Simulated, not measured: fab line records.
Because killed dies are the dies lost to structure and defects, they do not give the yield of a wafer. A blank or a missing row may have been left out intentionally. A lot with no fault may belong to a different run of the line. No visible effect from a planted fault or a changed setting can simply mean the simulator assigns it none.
Which tool did it? + flow n5_finfet + 13 lots with 38 wafers sampled at 4 steps, on a route of 1938 steps

== WHAT THE GAUGES READ, wafer by wafer ==
No reading from a measuring or inspecting step in the record can be judged against a usual standard deviation.

== EACH LOT AND THE TOOL THAT RAN IT (in order: tool; ch and the chambers of the sampled wafers; start) ==
| lot  | N5_BEOL_M14_DEGAS_41         | N5_BEOL_M14_SPUTTER_45       | N5_BEOL_M14_ANNEAL_48            | N5_BEOL_M15_COAT_04               |
|------|------------------------------|------------------------------|----------------------------------|-----------------------------------|
| L763 | pvd_sputter-01, day 10 18:43 | pvd_sputter-01, day 10 18:58 | rtp_anneal-02 ch 0, day 10 19:22 | litho_track-02 ch 0, day 10 20:35 |
| L762 | pvd_sputter-03, day 10 23:29 | pvd_sputter-03, day 10 23:45 | rtp_anneal-02 ch 0, day 11 00:07 | litho_track-02 ch 0, day 11 01:09 |
| L766 | pvd_sputter-03, day 11 15:16 | pvd_sputter-03, day 11 15:31 | rtp_anneal-02 ch 0, day 11 15:49 | litho_track-05 ch 0, day 11 17:00 |
| L765 | pvd_sputter-01, day 11 15:31 | pvd_sputter-01, day 11 15:45 | rtp_anneal-02 ch 0, day 11 16:08 | litho_track-02 ch 0, day 11 17:10 |
| L772 | pvd_sputter-02, day 12 23:42 | pvd_sputter-02, day 12 23:56 | rtp_anneal-02 ch 0, day 13 00:17 | litho_track-05 ch 0, day 13 01:21 |
| L773 | pvd_sputter-01, day 13 03:13 | pvd_sputter-01, day 13 03:27 | rtp_anneal-01 ch 0, day 13 03:46 | litho_track-05 ch 0, day 13 04:51 |
| L781 | pvd_sputter-01, day 17 16:56 | pvd_sputter-01, day 17 17:11 | rtp_anneal-02 ch 0, day 17 17:35 | litho_track-05 ch 0, day 17 18:34 |
| L784 | pvd_sputter-01, day 17 17:25 | pvd_sputter-01, day 17 17:40 | rtp_anneal-02 ch 0, day 17 18:13 | litho_track-05 ch 0, day 17 19:24 |
| L782 | pvd_sputter-02, day 17 19:25 | pvd_sputter-02, day 17 19:40 | rtp_anneal-01 ch 0, day 17 20:05 | litho_track-05 ch 0, day 17 21:14 |
| L779 | pvd_sputter-01, day 17 20:08 | pvd_sputter-01, day 17 20:23 | rtp_anneal-01 ch 0, day 17 20:47 | litho_track-03 ch 0, day 17 21:52 |
| L783 | pvd_sputter-03, day 18 14:14 | pvd_sputter-03, day 18 14:29 | rtp_anneal-01 ch 0, day 18 14:53 | litho_track-05 ch 0, day 18 15:52 |
| L785 | pvd_sputter-02, day 19 02:05 | pvd_sputter-02, day 19 02:20 | rtp_anneal-02 ch 0, day 19 03:14 | litho_track-03 ch 0, day 19 04:10 |
| L780 | pvd_sputter-01, day 19 05:22 | pvd_sputter-01, day 19 05:36 | rtp_anneal-02 ch 0, day 19 05:55 | litho_track-02 ch 0, day 19 06:59 |
- N5_BEOL_M14_DEGAS_41: time 60 s.
- N5_BEOL_M14_SPUTTER_45: material Cu, target thk 100 nm, time 16.67 s.
- N5_BEOL_M14_ANNEAL_48: time 90 s.
- N5_BEOL_M15_COAT_04: resist thk 800 nm.

== WHAT THE TOOLS THEMSELVES READ (means of the sampled wafers that have a number; where no wafer has one, the mark that the record gives instead) ==
N5_BEOL_M14_DEGAS_41. Usual: heater_power_w at 475 W, with a standard deviation of 37.
| lot  | tool           | heater_power_w (W) | flag |
|------|----------------|--------------------|------|
| L763 | pvd_sputter-01 | 467                |      |
| L762 | pvd_sputter-03 | 484                |      |
| L766 | pvd_sputter-03 | 490                |      |
| L765 | pvd_sputter-01 | 490                |      |
| L772 | pvd_sputter-02 | 469                |      |
| L773 | pvd_sputter-01 | 442                |      |
| L781 | pvd_sputter-01 | 486                |      |
| L784 | pvd_sputter-01 | 487                |      |
| L782 | pvd_sputter-02 | 466                |      |
| L779 | pvd_sputter-01 | 476                |      |
| L783 | pvd_sputter-03 | 482                |      |
| L785 | pvd_sputter-02 | 461                |      |
| L780 | pvd_sputter-01 | 472                |      |

N5_BEOL_M14_SPUTTER_45. Usual: throttle_valve_pct at 30.2 %, with a standard deviation of 1.1.
| lot  | tool           | throttle_valve_pct (%) | flag |
|------|----------------|------------------------|------|
| L763 | pvd_sputter-01 | 31.0                   |      |
| L762 | pvd_sputter-03 | 30.4                   |      |
| L766 | pvd_sputter-03 | 30.2                   |      |
| L765 | pvd_sputter-01 | 31.1                   |      |
| L772 | pvd_sputter-02 | 29.5                   |      |
| L773 | pvd_sputter-01 | 29.8                   |      |
| L781 | pvd_sputter-01 | 31.2                   |      |
| L784 | pvd_sputter-01 | 31.2                   |      |
| L782 | pvd_sputter-02 | 29.3                   |      |
| L779 | pvd_sputter-01 | 30.2                   |      |
| L783 | pvd_sputter-03 | 29.8                   |      |
| L785 | pvd_sputter-02 | 30.7                   |      |
| L780 | pvd_sputter-01 | 30.3                   |      |

N5_BEOL_M14_ANNEAL_48. Usual: wafer_temp_C_max at 226.1, with a standard deviation of 0.38.
| lot  | tool          | wafer_temp_C_max | flag |
|------|---------------|------------------|------|
| L763 | rtp_anneal-02 | 226.0            |      |
| L762 | rtp_anneal-02 | 225.8            |      |
| L766 | rtp_anneal-02 | 226.0            |      |
| L765 | rtp_anneal-02 | 225.9            |      |
| L772 | rtp_anneal-02 | 226.1            |      |
| L773 | rtp_anneal-01 | 226.4            |      |
| L781 | rtp_anneal-02 | 225.6            |      |
| L784 | rtp_anneal-02 | 225.6            |      |
| L782 | rtp_anneal-01 | 226.5            |      |
| L779 | rtp_anneal-01 | 226.4            |      |
| L783 | rtp_anneal-01 | 226.1            |      |
| L785 | rtp_anneal-02 | 225.8            |      |
| L780 | rtp_anneal-02 | 226.1            |      |

N5_BEOL_M15_COAT_04. Usual: spin_speed_rpm at 1703.8 rpm, with a standard deviation of 1.3.
| lot  | tool           | spin_speed_rpm (rpm) | flag |
|------|----------------|----------------------|------|
| L763 | litho_track-02 | 1703.6               |      |
| L762 | litho_track-02 | 1702.9               |      |
| L766 | litho_track-05 | 1702.3               |      |
| L765 | litho_track-02 | 1703.2               |      |
| L772 | litho_track-05 | 2023.9               | OFF  |
| L773 | litho_track-05 | 2025.7               | OFF  |
| L781 | litho_track-05 | 1704.0               |      |
| L784 | litho_track-05 | 1703.8               |      |
| L782 | litho_track-05 | 1704.6               |      |
| L779 | litho_track-03 | 1703.6               |      |
| L783 | litho_track-05 | 1702.5               |      |
| L785 | litho_track-03 | 1703.3               |      |
| L780 | litho_track-02 | 1704.2               |      |

== THE ANSWER, worked out from the rows above alone ==
Rule: a lot counts as off when the mean over its wafers that have a number is more than 3 standard deviations away from the usual mean. Also off: a lot with no number at a reading for which 4 or more lots have one. The other lots that the step has rows for count as sound. After the gauges, taken in route order, come the tools' own readings; for these a lot's mean is taken, as printed above. The first step at which some lot is off is used, and at that step the reading that is off furthest; a lot without a number counts as furthest.
Off: L772, L773 (N5_BEOL_M15_COAT_04, spin_speed_rpm).
A tool fits if, at that step or a process step before it, it ran every lot that is off, and no sound lot after the first of them. None of those tried fits.

== WHAT THE SIMULATOR HAD PUT IN ==
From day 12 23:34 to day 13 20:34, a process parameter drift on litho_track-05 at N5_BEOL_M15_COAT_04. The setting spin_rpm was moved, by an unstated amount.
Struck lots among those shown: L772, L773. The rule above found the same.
